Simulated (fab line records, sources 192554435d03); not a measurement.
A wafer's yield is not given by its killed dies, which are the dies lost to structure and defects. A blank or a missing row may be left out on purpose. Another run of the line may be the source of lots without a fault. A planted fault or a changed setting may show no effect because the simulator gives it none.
Chamber matching -- flow n5_finfet -- N5_FIN_CUT_STRIP_22 on rie_diel-05: 4 sister chambers
The step strips in N2/H2. 18 wafers are shown with their chamber, then 9 later ones without.

== WAFERS, EACH WITH ITS CHAMBER ==
wafer,chamber,showerhead_plenum_p_Torr (Torr),throttle_valve_pct (%),oes_product_au (a.u.)
L074.1,3,3.53,18.45,0.80
L074.4,1,3.37,18.21,0.80
L074.6,3,3.53,18.43,0.80
L075.1,1,3.37,18.13,0.79
L075.4,0,3.52,18.42,0.79
L075.5,2,3.31,19.08,0.67
L083.1,1,3.36,18.26,0.78
L083.4,0,3.51,18.47,0.78
L083.6,3,3.52,18.46,0.77
L085.3,2,3.30,18.71,0.99
L085.4,1,3.36,18.21,0.77
L085.5,3,3.52,18.47,0.78
L087.4,3,3.52,18.42,0.77
L087.5,1,3.36,18.17,0.79
L087.6,0,3.51,18.47,0.76
L088.1,2,3.30,18.73,0.97
L088.4,1,3.35,18.24,0.77
L088.6,2,3.30,18.74,0.97

SIGNATURES (averages over the wafers above)
reading,chamber 0,chamber 1,chamber 2,chamber 3,scatter within a chamber
showerhead_plenum_p_Torr,3.5133,3.3617,3.3025,3.5240,0.00624
throttle_valve_pct,18.4533,18.2033,18.8150,18.4460,0.0881
oes_product_au,0.7767,0.7833,0.9000,0.7840,0.0722
Rule: for each reading, subtract the chamber's mean from the wafer's reading, divide by that reading's scatter and square the result; add these up over the readings and take the root, which gives the wafer's distance from the chamber. If the next closest chamber is less than 2 further off than the closest, the wafer can't be placed; otherwise it belongs to the closest. The scatter: the root of (the sum of the squares of (reading less its chamber's mean) over the shown wafers, divided by (wafers less chambers)).

== WAFERS WITHOUT THEIR CHAMBER ==
wafer,showerhead_plenum_p_Torr (Torr),throttle_valve_pct (%),oes_product_au (a.u.)
L093.2,3.51,18.48,0.77
L093.3,3.30,18.75,0.96
L093.4,3.30,18.76,0.95
L095.1,3.35,18.24,0.76
L095.3,3.30,18.72,0.95
L095.6,3.51,18.47,0.77
L096.2,3.50,18.47,0.76
L096.4,3.50,18.50,0.76
L096.6,3.34,18.22,0.74

== EACH ONE'S CHAMBER ==
wafer,from the rows above,in truth
L093.2,can't be placed: 0 or 3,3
L093.3,2,2
L093.4,2,2
L095.1,1,1
L095.3,2,2
L095.6,can't be placed: 0 or 3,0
L096.2,can't be placed: 0 or 3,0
L096.4,can't be placed: 0 or 3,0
L096.6,1,1
Correct placement for 5 of the 9. Unplaceable from these rows: 4, with the true chamber sitting among the candidates in 4. Number placed wrongly: 0.
